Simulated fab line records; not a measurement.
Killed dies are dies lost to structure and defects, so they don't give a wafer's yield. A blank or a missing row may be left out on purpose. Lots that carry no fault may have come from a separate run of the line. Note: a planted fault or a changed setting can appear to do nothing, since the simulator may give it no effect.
Matching of chambers ; flow nandHarc ; rieDiel-13 running NHARC_A_CHANNEL_FILL_D1_ETCHBACK_20: 4 sister chambers
The step etches the open film in C4F8/O2/Ar, target depth 27 nm, time 13.5 s. 14 wafers are shown with their chamber, then 7 later ones without.

== WAFERS, EACH WITH ITS CHAMBER ==
wafer;chamber;rfVppV (V);oesProductAu (a.u.)
L076.1;3;983;0.94
L076.5;0;972;0.93
L076.6;1;974;0.92
L077.1;3;982;0.91
L077.5;3;980;0.93
L077.6;2;973;0.93
L083.1;0;972;0.93
L083.3;2;974;0.94
L083.6;1;974;0.92
L089.1;2;973;1.01
L089.5;3;981;1.01
L089.6;0;972;1.00
L092.4;0;972;1.00
L092.5;2;973;1.02

SIGNATURES (means of the wafers above)
reading;chamber 0;chamber 1;chamber 2;chamber 3;scatter within a chamber
rfVppV;972.00;974.00;973.25;981.50;0.758
oesProductAu;0.9650;0.9200;0.9750;0.9475;0.0413
Rule: a wafer's distance from a chamber is the root of the sum, over the readings, of the square of ((its reading less the chamber's mean) divided by the reading's scatter). If the next closest chamber is less than 2 further off than the closest, the wafer can't be placed; otherwise it belongs to the closest. The scatter is the square root of a quotient: the sum, over the shown wafers, of each reading's squared deviation from its chamber's mean, divided by wafers minus chambers.

== WAFERS WITHOUT THEIR CHAMBER ==
wafer;rfVppV (V);oesProductAu (a.u.)
L092.6;980;1.01
L093.1;974;1.01
L093.3;981;1.02
L093.4;974;1.00
L096.3;983;1.00
L096.4;974;1.01
L096.6;973;0.99

== WHICH CHAMBER EACH WENT THROUGH ==
wafer;from the rows above;in truth
L092.6;3;3
L093.1;can't be placed: 2 or 1 or 0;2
L093.3;3;3
L093.4;can't be placed: 2 or 1 or 0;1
L096.3;3;3
L096.4;can't be placed: 2 or 1 or 0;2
L096.6;can't be placed: 2 or 0 or 1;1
Placed correctly: 3 of 7. Cannot be placed on the basis of these rows: 4; the candidates contain the true chamber in 4. Placed wrongly: 0.
